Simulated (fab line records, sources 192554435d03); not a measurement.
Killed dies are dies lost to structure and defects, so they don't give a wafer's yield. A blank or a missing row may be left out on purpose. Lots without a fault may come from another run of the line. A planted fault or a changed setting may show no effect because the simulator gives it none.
Chamber matching | flow n5_finfet | N5_BEOL_M9_ALD_74 on ald_metal-04: 4 sister chambers
The step deposits TaN, target thk 2 nm, pulse time 2 s, purge time 3 s. 4 wafers are shown with their chamber, then 7 later ones without.

WAFERS WITH THEIR CHAMBER
wafer  | chamber | heater_power_outer_w (W)
L088.4 | 0       | 220
L088.6 | 3       | 253
L090.3 | 1       | 249
L090.4 | 2       | 227

WAFERS WITHOUT THEIR CHAMBER
wafer  | heater_power_outer_w (W)
L090.5 | 223
L095.2 | 246
L095.3 | 225
L095.4 | 245
L097.2 | 225
L097.3 | 253
L097.4 | 221

WHICH CHAMBER EACH WENT THROUGH
wafer  | from the rows above     | in truth
L090.5 | can't be placed: 0 or 2 | 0
L095.2 | can't be placed: 1 or 3 | 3
L095.3 | can't be placed: 2 or 0 | 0
L095.4 | can't be placed: 1 or 3 | 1
L097.2 | can't be placed: 2 or 0 | 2
L097.3 | can't be placed: 3 or 1 | 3
L097.4 | 0                       | 0
Placed correctly: 1 of 7. Can't be placed from these rows: 6 (the true chamber is among the candidates in 6). Placed wrongly: 0.
How it was worked out, from the rows above alone: a wafer's distance from a chamber is the root of the sum, over the readings, of the square of ((its reading less the chamber's mean) divided by the reading's scatter). The wafer belongs to the nearest chamber; if the next one is less than 2 further off, it can't be placed. A chamber's mean is the mean of its shown wafers. The scatter: with one shown wafer a chamber, the root of the mean of the squares of how far each hidden wafer lies from its nearest shown one.
